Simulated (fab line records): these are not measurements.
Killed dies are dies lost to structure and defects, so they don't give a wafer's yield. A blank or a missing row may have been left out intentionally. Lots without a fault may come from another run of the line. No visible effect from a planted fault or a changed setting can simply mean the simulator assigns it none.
fab line records	flow nand-harc
[record] lots = 5	wafers = 15	last-day = 33
route steps=1302 shown A_M0@1162 A_M1@1169
lots that met no fault: taken from a fault-free run of the same line
start-h: the number of hours between the record's first day and the start of the first shown wafer of the lot	wait-h: hours elapsed since this lot's preceding step	" same as the row above	L1.1+2: one row covering several wafers at once	- no value present, or no start provided	* or withheld: withheld	< > ~ a bound
route shown NAME@n: NAME is a module with steps in the file, n the number in the route of the first one	usual: mean/standard deviation taken from wafers without a fault	same: alike in all rows	chamber/n: place in a boat	sites: per-site readings	_std_site: standard deviation of those values	_edge_site: mean of outer sites minus mean of inner sites	radius-mm: for every site, how far away it sits from the centre of the wafer	mask NAME#n: copy n	behind: the tool/chamber that last shaped the wafer	hold: the reason the lot was held/the length of the hold in hours/how it ended	device: the transistor (n, p or np) that didn't switch	end of line: at the end of the route, the tests of the same wafers	for a step that has no rows: nothing shown but its recipe	killed: dies that structure and defects cost at the first sort, which is not the same as the wafer's yield	map: a wafer's dies, marking killed ones x, the rest . and places with no die _
set.NAME: the setting that was run; set.NAME@STEP: the one run at that earlier step	model.NAME: the simulator's own value behind a step, which no gauge read
a table for each step, a row for each wafer; lots at some steps of the route
services: from which hour (start-h, from the record's first day; less than 0 if before it) a tool's chamber was out of use, for how many hours, and why
[[steps]]
[step NHARC_A_M0_CMP_23]
[recipe] t-overpolish-s = 20	target-thk-nm = 113.75
[usual] motor-current-A = 12.1/0.97	retaining-ring-pressure-frac = 1.001/0.005	slurry-flow-ml-min = 150.0/0.46	time-to-endpoint-s = 29.6/2.9
lot.wafer	tool	chamber	start-h	wait-h	motor-current-A	retaining-ring-pressure-frac	slurry-flow-ml-min	time-to-endpoint-s
L074.1	cmp-02	3	532.24	-	11.1	0.999	149.9	33.4
L074.2	"	0	"	"	11.3	0.999	149.8	35.9
L074.6	"	0	"	"	11.5	0.996	149.5	36.6
L077.1	cmp-04	0	557.88	-	11.6	1.000	149.7	36.4
L077.5	"	3	"	"	11.8	1.001	149.9	33.0
L077.6	"	0	"	"	12.2	0.997	150.3	33.2
L088.1	cmp-04	1	660.25	-	11.5	0.996	150.2	27.1
L088.4	"	2	"	"	14.5	0.994	150.5	29.4
L088.5	"	0	"	"	11.9	0.995	149.9	34.0
L089.3	cmp-04	0	664.00	-	11.9	1.011	150.5	30.7
L089.2	"	1	"	"	12.4	0.996	150.3	26.6
L089.1	"	2	"	"	14.4	1.002	149.3	29.3
L096.3	cmp-02	2	742.06	-	12.1	1.005	149.4	28.3
L096.1	"	3	"	"	12.1	0.995	149.4	30.4
L096.5	"	2	"	"	11.8	1.009	149.1	30.1
[step NHARC_A_M0_THK_MEAS_24]
[recipe] thk-meas-gauge = xrf
[usual] thk-nm = 113.8/1.5
lot.wafer	tool	chamber	start-h	wait-h	thk-nm
L074.1	film-metro-02	-	532.56	-	114.4
L074.2	"	-	"	"	116.4
L074.6	"	-	"	"	116.1
L077.1	film-metro-02	-	558.16	-	116.6
L077.5	"	-	"	"	114.2
L077.6	"	-	"	"	117.1
L088.1	film-metro-02	-	660.51	-	113.8
L088.4	"	-	"	"	115.9
L088.5	"	-	"	"	113.2
L089.1	film-metro-02	-	664.31	-	115.2
L089.2	"	-	"	"	113.5
L089.3	"	-	"	"	116.4
L096.1	film-metro-01	-	742.34	-	113.4
L096.3	"	-	"	"	114.8
L096.5	"	-	"	"	113.1
[step NHARC_A_M0_SRD_25]
lot.wafer	tool	chamber	start-h	wait-h
L074.1+2+6	wet-bench-08	3,4,5	532.60	0.0
L077.5+1+6	wet-bench-10	6,0,3	558.20	0.0
L088.1+4+5	wet-bench-08	7,2,3	660.55	0.0
L089.2+3+1	wet-bench-08	2,3,6	664.35	0.0
L096.3+1+5	wet-bench-10	1,2,4	742.39	0.0
[step NHARC_A_M0_INSPECT_27]
[usual] raw-defect-count = 560/140
lot.wafer	tool	chamber	start-h	wait-h	raw-defect-count
L074.1	defect-inspect-01	-	532.72	0.0	574
L074.2	"	-	"	"	738
L074.6	"	-	"	"	583
L077.1	defect-inspect-01	-	558.32	0.0	676
L077.5	"	-	"	"	709
L077.6	"	-	"	"	655
L088.1	defect-inspect-01	-	660.67	0.0	382
L088.4	"	-	"	"	344
L088.5	"	-	"	"	372
L089.1	defect-inspect-02	-	664.47	0.0	769
L089.2	"	-	"	"	618
L089.3	"	-	"	"	646
L096.1	defect-inspect-02	-	742.52	0.0	862
L096.3	"	-	"	"	744
L096.5	"	-	"	"	486
[step NHARC_A_M0_PRE_CLEAN_31]
[recipe] time-s = 12	temp-c = 370	rf-power-w = 300	gas = NH3
[usual] heater-power-w = 623/88
[same] time-s = 12
lot.wafer	tool	chamber	start-h	wait-h	heater-power-w
L074.2	pecvd-02	1	532.80	0.1	502
L074.1	"	2	"	"	705
L074.6	"	1	"	"	498
L077.1	pecvd-02	2	558.40	0.1	673
L077.6	"	1	"	"	501
L077.5	"	2	"	"	667
L088.1	pecvd-01	2	660.74	0.1	617
L088.4	"	2	"	"	624
L088.5	"	2	"	"	619
L089.1	pecvd-02	0	664.54	0.1	576
L089.2	"	1	"	"	534
L089.3	"	2	"	"	683
L096.3	pecvd-04	1	742.59	0.1	536
L096.1	"	2	"	"	746
L096.5	"	0	"	"	565
[step NHARC_A_M0_DEP_32]
[recipe] target-thk-a = 300	temp-c = 370	target-thk-nm = 30	pressure-torr = 3	flow-sccm = 200	rf-w = 450	material = SiCN
[usual] heater-power-w = 570/96
lot.wafer	tool	chamber	start-h	wait-h	heater-power-w
L074.2	pecvd-02	1	532.90	0.1	474
L074.1	"	2	"	"	629
L074.6	"	1	"	"	469
L077.1	pecvd-02	2	558.51	0.1	630
L077.6	"	1	"	"	526
L077.5	"	2	"	"	627
L088.1	pecvd-01	2	660.85	0.1	552
L088.4	"	2	"	"	567
L088.5	"	2	"	"	561
L089.1	pecvd-02	0	664.61	0.1	524
L089.2	"	1	"	"	450
L089.3	"	2	"	"	606
L096.3	pecvd-04	1	742.67	0.1	426
L096.1	"	2	"	"	740
L096.5	"	0	"	"	529
[step NHARC_A_M1_DEP_00]
[recipe] target-thk-a = 1825	target-thk-nm = 182.5	temp-c = withheld	pressure-torr = 5	flow-sccm = 200	rf-w = 600	material = SiOC
lot.wafer	tool	chamber	start-h	wait-h
L074.2+1+6	pecvd-02	0,1,1	-	-
L077.1+5+6	pecvd-04	0,1,0	558.97	-
L088.1+4+5	pecvd-02	1,2,0	661.49	0.6
L089.1+2+3	pecvd-01	2,1,1	665.03	-
L096.3+1+5	pecvd-04	2,1,2	-	-
[step NHARC_A_M1_DEHYDRATE_01]
[recipe] temp-c = 150	time-s = 120
[same] time-s = 120
lot.wafer	tool	chamber	start-h	wait-h
L074.1+2+6	litho-track-01	0	533.65	-
L077.1+5+6	litho-track-01	0	559.28	-
L088.1+4+5	litho-track-06	0	661.80	-
L089.1+2+3	litho-track-01	0	665.57	0.5
L096.1+3+5	litho-track-06	0	743.47	-
[step NHARC_A_M1_HMDS_02]
[recipe] time-s = 30
[same] time-s = 30
lot.wafer	tool	chamber	start-h	wait-h
L074.1+2+6	litho-track-01	0	-	-
L077.1+5+6	litho-track-01	0	-	-
L088.1+4+5	litho-track-06	0	-	-
L089.1+2+3	litho-track-01	0	-	-
L096.1+3+5	litho-track-06	0	-	-
[step NHARC_A_M1_COAT_34]
[recipe] temp-c = 200	time-s = 65
[same] time-s = 65
lot.wafer	tool	chamber	start-h	wait-h
L074.1+2+6	litho-track-01	0	-	-
L077.1+5+6	litho-track-01	0	-	-
L088.1+4+5	litho-track-06	0	-	-
L089.1+2+3	litho-track-01	0	-	-
L096.1+3+5	litho-track-06	0	-	-
[step NHARC_A_M1_COAT_03]
[recipe] spin-rpm = 1500	resist-thk-nm = 90
lot.wafer	tool	chamber	start-h	wait-h
L074.1+2+6	litho-track-01	0	-	-
L077.1+5+6	litho-track-01	0	-	-
L088.1+4+5	litho-track-06	0	-	-
L089.1+2+3	litho-track-01	0	-	-
L096.1+3+5	litho-track-06	0	-	-
[step NHARC_A_M1_SOFTBAKE_04]
[recipe] temp-c = 105	time-s = 55
[same] time-s = 55
lot.wafer	tool	chamber	start-h	wait-h
L074.1+2+6	litho-track-01	0	-	-
L077.1+5+6	litho-track-01	0	-	-
L088.1+4+5	litho-track-06	0	-	-
L089.1+2+3	litho-track-01	0	-	-
L096.1+3+5	litho-track-06	0	-	-
[step NHARC_A_M1_EBR_05]
lot.wafer	tool	chamber	start-h	wait-h
L074.1+2+6	litho-track-01	0	-	-
L077.1+5+6	litho-track-01	0	-	-
L088.1+4+5	litho-track-06	0	-	-
L089.1+2+3	litho-track-01	0	-	-
L096.1+3+5	litho-track-06	0	-	-
[step NHARC_A_M1_EXPOSE_06]
[recipe] na = 1.35	target-cd-nm = 120	dose-mj = 75.13	mask-id = A_M1
[usual] reticle-temp-C = 23.01/0.11
[same] na = 1.35
lot.wafer	tool	chamber	start-h	wait-h	mask	reticle-temp-C
L074.1	arfi-scanner-02	0	533.94	-	A_M1#0	23.14
L074.2	"	0	"	"	A_M1#0	23.09
L074.6	"	0	"	"	A_M1#0	22.95
L077.1	arfi-scanner-02	0	559.57	-	A_M1#0	22.99
L077.5	"	0	"	"	A_M1#0	22.91
L077.6	"	0	"	"	A_M1#0	23.01
L088.1	arfi-scanner-02	0	661.97	-	A_M1#0	23.00
L088.4	"	0	"	"	A_M1#0	22.95
L088.5	"	0	"	"	A_M1#0	22.83
L089.1	arfi-scanner-01	0	665.86	-	A_M1#0	23.04
L089.2	"	0	"	"	A_M1#0	23.07
L089.3	"	0	"	"	A_M1#0	23.04
L096.1	arfi-scanner-03	0	743.76	-	A_M1#0	23.10
L096.3	"	0	"	"	A_M1#0	23.01
L096.5	"	0	"	"	A_M1#0	22.92
[step NHARC_A_M1_PEB_07]
[recipe] peb-temp-c = 100	peb-time-s = 65
lot.wafer	tool	chamber	start-h	wait-h
L074.1+2+6	litho-track-04	0	534.00	0.1
L077.1+5+6	litho-track-06	0	559.63	0.1
L088.1+4+5	litho-track-01	0	662.03	0.1
L089.1+2+3	litho-track-04	0	665.92	0.1
L096.1+3+5	litho-track-04	0	743.82	0.1
[step NHARC_A_M1_DEVELOP_08]
[recipe] develop-time-s = 35	dev-temp-c = 23
lot.wafer	tool	chamber	start-h	wait-h
L074.1+2+6	litho-track-04	0	-	-
L077.1+5+6	litho-track-06	0	-	-
L088.1+4+5	litho-track-01	0	-	-
L089.1+2+3	litho-track-04	0	-	-
L096.1+3+5	litho-track-04	0	-	-
[step NHARC_A_M1_CD_MEAS_09]
[recipe] target-cd-nm = 120	landing-energy-ev = 500
[usual] cd-nm = 120.6/0.59
lot.wafer	tool	chamber	start-h	wait-h	cd-nm
L074.1	cd-sem-02	0	534.08	-	120.3
L074.2	"	0	"	"	120.5
L074.6	"	0	"	"	120.7
L077.1	cd-sem-03	0	559.71	-	119.7
L077.5	"	0	"	"	119.0
L077.6	"	0	"	"	119.5
L088.1	cd-sem-03	0	662.10	-	121.1
L088.4	"	0	"	"	120.5
L088.5	"	0	"	"	119.9
L089.1	cd-sem-03	0	666.00	-	120.1
L089.2	"	0	"	"	119.9
L089.3	"	0	"	"	120.2
L096.1	cd-sem-02	0	743.90	-	119.8
L096.3	"	0	"	"	120.3
L096.5	"	0	"	"	120.5
[step NHARC_A_M1_OVL_MEAS_10]
[recipe] pitch-nm = 240
[usual] overlay-x-nm = -0.2/0.79	overlay-y-nm = 0.0/0.79
lot.wafer	tool	chamber	start-h	wait-h	overlay-x-nm	overlay-y-nm
L074.1	overlay-02	-	534.17	-	-0.2	0.5
L074.2	"	-	"	"	-0.2	0.5
L074.6	"	-	"	"	0.3	0.4
L077.1	overlay-01	-	559.80	-	-0.8	-1.0
L077.5	"	-	"	"	-1.2	-1.1
L077.6	"	-	"	"	-0.8	-1.2
L088.1	overlay-01	-	662.19	-	0.6	-0.5
L088.4	"	-	"	"	0.6	-0.6
L088.5	"	-	"	"	0.4	-0.9
L089.1	overlay-02	-	666.09	-	-0.3	1.0
L089.2	"	-	"	"	-0.4	0.1
L089.3	"	-	"	"	-0.5	0.7
L096.1	overlay-01	-	743.99	-	0.8	0.3
L096.3	"	-	"	"	0.7	1.2
L096.5	"	-	"	"	0.5	0.9
[step NHARC_A_M1_INSPECT_11]
[usual] raw-defect-count = 80/37
lot.wafer	tool	chamber	start-h	wait-h	raw-defect-count
L074.1	defect-inspect-02	-	534.21	0.0	103
L074.2	"	-	"	"	75
L074.6	"	-	"	"	82
L077.1	defect-inspect-02	-	559.84	0.0	143
L077.5	"	-	"	"	146
L077.6	"	-	"	"	169
L088.1	defect-inspect-01	-	662.23	0.0	40
L088.4	"	-	"	"	49
L088.5	"	-	"	"	38
L089.1	defect-inspect-02	-	666.12	0.0	124
L089.2	"	-	"	"	127
L089.3	"	-	"	"	124
L096.1	defect-inspect-01	-	744.02	0.0	125
L096.3	"	-	"	"	93
L096.5	"	-	"	"	112
[step NHARC_A_M1_DESCUM_14]
[recipe] time-s = 3	o2-flow-sccm = 200	ar-flow-sccm = 0	bias-power-w = 0	chemistry = O2
[usual] drypump-motor-current-A = 5.7/0.35	oes-product-au = 0.997/0.013	rf-vpp-V = 57.9/0.88	showerhead-plenum-p-Torr = 1.93/0.099	throttle-valve-pct = 11.311/0.01
[same] bias-power-w = 0	time-s = 3
lot.wafer	tool	chamber	start-h	wait-h	drypump-motor-current-A	oes-product-au	rf-hours-counter-h	rf-vpp-V	showerhead-plenum-p-Torr	throttle-valve-pct
L074.1	rie-diel-07	1	534.27	0.1	5.5	0.994	2	57.2	1.84	11.312
L074.2	"	0	"	"	5.5	1.005	2	58.4	2.04	11.314
L074.6	"	2	"	"	5.5	0.993	-	57.5	1.77	11.322
L077.1	rie-diel-03	0	559.90	0.1	5.5	1.024	2	58.8	1.99	11.312
L077.6	"	0	"	"	5.4	1.018	-	58.7	1.99	11.322
L077.5	"	1	"	"	5.6	0.986	-	57.2	2.04	11.321
L088.4	rie-diel-08	0	662.29	0.1	6.0	1.011	8	57.0	2.01	11.341
L088.1	"	2	"	"	5.2	0.995	8	59.0	1.92	11.310
L088.5	"	1	"	"	5.7	0.994	-	56.1	1.84	11.307
L089.1	rie-diel-08	3	666.19	0.1	5.6	0.980	8	56.4	1.80	11.311
L089.2	"	0	"	"	6.1	1.000	8	59.1	2.01	11.306
L089.3	"	1	"	"	5.7	0.998	7	57.1	1.84	11.314
L096.3	rie-diel-03	3	744.09	0.1	5.9	0.990	2	57.3	1.95	11.319
L096.1	"	1	"	"	5.6	0.986	2	59.5	2.04	11.311
L096.5	"	3	"	"	5.9	0.984	-	58.7	1.95	11.306
[step NHARC_A_M1_ETCH_35]
[recipe] target-depth-a = 400	overetch-a = 120	time-s = 43.94	ion-energy-ev = 200	n2-flow-sccm = 150	h2-flow-sccm = 150	ar-flow-sccm = 0	rf-w = 400	bias-w = 150	chemistry = N2/H2
[usual] drypump-motor-current-A = 5.7/0.36	n2-flow-sccm = 150.0/0.43	oes-product-au = 0.996/0.013	rf-vpp-V = 431/3.1	showerhead-plenum-p-Torr = 2.07/0.11	throttle-valve-pct = 14.170/0.0091
[same] time-s = 43.94
lot.wafer	tool	chamber	start-h	wait-h	drypump-motor-current-A	n2-flow-sccm	oes-product-au	rf-hours-counter-h	rf-vpp-V	showerhead-plenum-p-Torr	throttle-valve-pct
L074.1	rie-diel-07	3	534.36	0.1	6.1	150.2	0.974	2	434	2.18	14.158
L074.2	"	0	"	"	5.5	149.6	1.014	2	435	2.18	14.174
L074.6	"	2	"	"	5.5	149.9	0.991	-	425	1.89	14.168
L077.1	rie-diel-03	1	559.99	0.1	5.6	149.5	0.977	2	434	2.18	14.163
L077.5	"	0	"	"	5.4	150.1	1.002	-	432	2.12	14.172
L077.6	"	1	"	"	5.6	149.5	0.988	-	435	2.18	14.158
L088.4	rie-diel-08	3	662.38	0.1	5.6	149.8	0.983	8	428	1.92	14.185
L088.1	"	0	"	"	6.1	149.9	0.997	8	434	2.15	14.163
L088.5	"	3	"	"	5.7	150.2	0.983	-	426	1.92	14.156
L089.1	rie-diel-08	1	666.27	0.1	5.7	150.8	1.009	7	429	1.96	14.171
L089.2	"	3	"	"	5.6	149.5	0.991	9	427	1.92	14.167
L089.3	"	0	"	"	6.1	150.0	1.010	8	434	2.15	14.172
L096.3	rie-diel-03	3	744.17	0.1	5.9	149.4	0.990	2	431	2.08	14.164
L096.1	"	0	"	"	5.5	150.1	1.010	2	434	2.12	14.177
L096.5	"	2	"	"	6.7	150.2	0.989	-	432	2.11	14.171
[step NHARC_A_M1_ETCH_15]
[recipe] target-depth-a = 1825	time-s = 91.2	c4f8-flow-sccm = withheld	ar-flow-sccm = 400	rf-w = 600	bias-w = 300	chemistry = C4F8/Ar
[usual] oes-product-au = 0.951/0.022	rf-vpp-V = 441/3.1
[same] time-s = 91.2
lot.wafer	tool	chamber	start-h	wait-h	oes-product-au	rf-hours-counter-h	rf-vpp-V
L074.1	rie-diel-07	1	-	-	0.946	2	439
L074.2	"	2	"	"	0.944	2	438
L074.6	"	3	"	"	0.937	-	446
L077.1	rie-diel-03	3	-	-	0.976	2	443
L077.5	"	2	"	"	0.970	-	444
L077.6	"	3	"	"	0.984	-	442
L088.4	rie-diel-08	0	-	-	0.967	8	443
L088.1	"	2	"	"	0.971	8	440
L088.5	"	3	"	"	0.957	-	438
L089.2	rie-diel-08	2	-	-	0.910	8	441
L089.1	"	3	"	"	0.899	9	438
L089.3	"	0	"	"	0.934	8	444
L096.3	rie-diel-03	1	-	-	0.911	2	445
L096.1	"	2	"	"	0.922	2	443
L096.5	"	2	"	"	0.914	-	443
[step NHARC_A_M1_CD_MEAS_16]
[usual] cd-nm = 120.5/0.98
lot.wafer	tool	chamber	start-h	wait-h	cd-nm
L074.1	cd-sem-01	-	534.57	-	119.2
L074.2	"	-	"	"	120.4
L074.6	"	-	"	"	119.5
L077.1	cd-sem-01	-	560.20	-	120.7
L077.5	"	-	"	"	118.8
L077.6	"	-	"	"	121.0
L088.1	cd-sem-01	-	662.59	-	121.2
L088.4	"	-	"	"	120.3
L088.5	"	-	"	"	121.2
L089.1	cd-sem-02	-	666.49	-	120.0
L089.2	"	-	"	"	119.7
L089.3	"	-	"	"	120.7
L096.1	cd-sem-02	-	744.39	-	118.5
L096.3	"	-	"	"	120.8
L096.5	"	-	"	"	121.9
[step NHARC_A_M1_STRIP_18]
[recipe] power-w = 1000	n2-flow-sccm = 150	h2-flow-sccm = 150	ar-flow-sccm = 0	bias-w = 0	chemistry = N2/H2
[usual] drypump-motor-current-A = 5.8/0.4	n2-flow-sccm = 150.0/0.45	oes-product-au = 0.996/0.012	rf-vpp-V = 90.9/0.93	showerhead-plenum-p-Torr = 2.08/0.098	throttle-valve-pct = 14.171/0.0084
lot.wafer	tool	chamber	start-h	wait-h	drypump-motor-current-A	n2-flow-sccm	oes-product-au	rf-hours-counter-h	rf-vpp-V	showerhead-plenum-p-Torr	throttle-valve-pct
L074.2	rie-diel-03	1	534.64	0.1	5.6	150.0	0.975	1.9	91.4	2.18	14.153
L074.1	"	3	"	"	5.9	150.3	1.003	1.8	90.4	2.08	14.169
L074.6	"	2	"	"	6.6	149.9	0.988	-	91.6	2.11	14.188
L077.1	rie-diel-08	0	560.33	0.1	6.1	149.4	0.998	0.1	91.5	2.15	14.158
L077.5	"	2	"	"	5.2	150.2	0.990	-	91.4	2.05	14.165
L077.6	"	3	"	"	5.7	149.1	0.995	-	90.4	1.92	14.172
L088.1	rie-diel-03	2	662.67	0.1	6.7	150.1	0.981	0.3	91.9	2.11	14.176
L088.4	"	0	"	"	5.4	149.8	0.998	0.4	91.9	2.12	14.155
L088.5	"	3	"	"	5.9	149.9	0.993	-	90.0	2.08	14.173
L089.3	rie-diel-03	0	666.56	0.1	5.5	149.3	1.007	0.6	91.5	2.12	14.177
L089.1	"	2	"	"	6.6	149.6	0.974	0.5	92.1	2.11	14.162
L089.2	"	3	"	"	5.9	150.7	1.002	0.6	90.8	2.08	14.164
L096.1	rie-diel-07	2	744.51	0.1	5.5	150.0	1.007	2.4	90.5	1.88	14.167
L096.3	"	3	"	"	6.1	150.4	0.974	4.4	92.0	2.18	14.177
L096.5	"	0	"	"	5.5	150.0	0.998	-	91.5	2.17	14.161
[step NHARC_A_M1_ETCH_28]
[recipe] target-depth-a = 300	over-etch-frac = 0.3	time-s = 72.99	ion-energy-ev = 150	cf4-flow-sccm = 50	n2-flow-sccm = 100	ar-flow-sccm = 150	rf-w = 300	bias-w = 100	chemistry = CF4/N2
[usual] drypump-motor-current-A = 5.8/0.41	n2-flow-sccm = 100.0/0.32	oes-product-au = 0.995/0.013	rf-vpp-V = 315.0/2.1	showerhead-plenum-p-Torr = 2.68/0.11	throttle-valve-pct = 19.795/0.0093
[same] time-s = 72.99
lot.wafer	tool	chamber	start-h	wait-h	drypump-motor-current-A	n2-flow-sccm	oes-product-au	rf-hours-counter-h	rf-vpp-V	showerhead-plenum-p-Torr	throttle-valve-pct
L074.2	rie-diel-03	2	-	-	6.6	99.3	0.990	2.0	315.1	2.71	19.784
L074.1	"	3	"	"	5.9	99.4	1.008	1.9	314.2	2.67	19.800
L074.6	"	1	"	"	5.6	100.1	0.978	-	317.1	2.79	19.796
L077.1	rie-diel-08	0	-	-	6.1	99.7	0.995	0.2	317.2	2.76	19.801
L077.6	"	3	"	"	5.6	100.4	0.987	-	312.4	2.48	19.800
L077.5	"	0	"	"	6.1	99.8	0.995	-	315.9	2.76	19.803
L088.4	rie-diel-03	2	-	-	6.7	100.5	0.979	0.4	315.7	2.71	19.810
L088.1	"	3	"	"	5.9	99.5	0.993	0.5	315.3	2.67	19.793
L088.5	"	1	"	"	5.6	99.4	0.999	-	318.2	2.79	19.800
L089.3	rie-diel-03	0	-	-	5.4	100.0	1.002	0.6	314.9	2.72	19.796
L089.2	"	1	"	"	5.6	100.6	1.006	0.5	316.7	2.79	19.796
L089.1	"	2	"	"	6.7	100.0	0.982	0.5	315.2	2.71	19.789
L096.1	rie-diel-07	1	-	-	5.5	100.0	1.014	4.3	313.2	2.52	19.783
L096.3	"	3	"	"	6.1	99.9	0.982	4.4	316.7	2.79	19.790
L096.5	"	1	"	"	5.5	99.6	1.017	-	312.6	2.52	19.798
[step NHARC_A_M1_STRIP_19]
[recipe] time-s = 600	temp-c = 30	chemistry = post-etch-residue-remover
[same] time-s = 600
lot.wafer	tool	chamber	start-h	wait-h
L074.2+6+1	wet-bench-10	3,4,5	535.04	-
L077.5+1+6	wet-bench-08	6,2,3	560.65	-
L088.5+4+1	wet-bench-10	1,2,5	663.04	-
L089.3+2+1	wet-bench-08	0,1,2	666.93	-
L096.3+5+1	wet-bench-10	0,1,4	744.83	-
[step NHARC_A_M1_DEGAS_29]
[recipe] temp-c = 250	time-s = 60
[usual] heater-power-w = 323/39
[same] time-s = 60
lot.wafer	tool	chamber	start-h	wait-h	heater-power-w
L074.1	pvd-sputter-01	-	535.28	-	262
L074.2	"	-	"	"	331
L074.6	"	-	"	"	262
L077.1	pvd-sputter-02	-	560.92	-	347
L077.5	"	-	"	"	303
L077.6	"	-	"	"	340
L088.1	pvd-sputter-03	-	663.31	-	341
L088.4	"	-	"	"	365
L088.5	"	-	"	"	390
L089.2	pvd-sputter-03	-	667.21	-	304
L089.1	"	-	"	"	361
L089.3	"	-	"	"	339
L096.1	pvd-sputter-01	-	745.15	-	264
L096.3	"	-	"	"	339
L096.5	"	-	"	"	289
[step NHARC_A_M1_PRE_CLEAN_30]
[recipe] time-s = 30	temp-c = 280	gas = H2/He
[usual] heater-power-w = 398/48
[same] time-s = 30
lot.wafer	tool	chamber	start-h	wait-h	heater-power-w
L074.1	pvd-sputter-01	-	-	-	419
L074.2	"	-	"	"	319
L074.6	"	-	"	"	413
L077.1	pvd-sputter-02	-	-	-	323
L077.6	"	-	"	"	419
L077.5	"	-	"	"	320
L088.1	pvd-sputter-03	-	-	-	484
L088.4	"	-	"	"	452
L088.5	"	-	"	"	469
L089.2	pvd-sputter-03	-	-	-	424
L089.1	"	-	"	"	366
L089.3	"	-	"	"	460
L096.3	pvd-sputter-01	-	-	-	406
L096.1	"	-	"	"	364
L096.5	"	-	"	"	427
[step NHARC_A_M1_PVD_20]
[recipe] target-thk-a = 50	bias-v = 168.6	power-w = 15000	chamber-pressure-pa = 0.12	time-s = 8.06	substrate-temp-c = 50	material = TaN
[usual] chamber-pressure-pa = 0.12/0.00021	throttle-valve-pct = 29.5/0.9
[same] time-s = 8.06
lot.wafer	tool	chamber	start-h	wait-h	chamber-pressure-pa	throttle-valve-pct
L074.2	pvd-sputter-01	-	-	-	0.11987	29.6
L074.1	"	-	"	"	0.11989	30.5
L074.6	"	-	"	"	0.11986	27.9
L077.1	pvd-sputter-02	-	-	-	0.12005	28.5
L077.6	"	-	"	"	0.1196	30.2
L077.5	"	-	"	"	0.11997	28.7
L088.1	pvd-sputter-03	-	-	-	0.11996	29.6
L088.4	"	-	"	"	0.12049	29.4
L088.5	"	-	"	"	0.12002	31.3
L089.1	pvd-sputter-03	-	-	-	0.1201	29.6
L089.2	"	-	"	"	0.12022	29.3
L089.3	"	-	"	"	0.12001	30.8
L096.1	pvd-sputter-01	-	-	-	0.11991	30.6
L096.3	"	-	"	"	0.11997	28.9
L096.5	"	-	"	"	0.12014	30.5
[[services]]
tool	chamber	start-h	hours	kind
pvd-sputter-03	-	526.03	10.0	pm
litho-track-06	-	529.00	7.0	pm
pvd-sputter-01	-	536.51	1.5	repair
rie-diel-07	3	543.80	4.4	repair
rie-diel-08	-	544.80	9.0	pm
litho-track-04	-	553.00	7.0	pm
pvd-sputter-03	-	562.72	8.9	repair
pecvd-02	-	568.46	7.1	repair
pecvd-02	-	589.38	13.0	pm
pvd-sputter-01	-	599.27	1.2	repair
pvd-sputter-01	-	622.01	3.0	repair
rie-diel-03	-	635.30	9.0	pm
pvd-sputter-03	-	637.22	10.8	repair
wet-bench-08	-	646.40	8.0	pm
rie-diel-07	-	648.33	9.0	pm
pvd-sputter-01	-	670.17	4.5	repair
rie-diel-08	2	678.45	2.4	repair
litho-track-01	-	680.00	7.0	pm
litho-track-06	-	704.00	7.0	pm
pvd-sputter-03	-	704.03	10.0	pm
pvd-sputter-03	-	714.56	0.5	repair
rie-diel-08	-	718.37	0.1	repair
rie-diel-08	-	721.80	9.0	pm
litho-track-04	-	728.00	7.0	pm
[[key]]
fault none
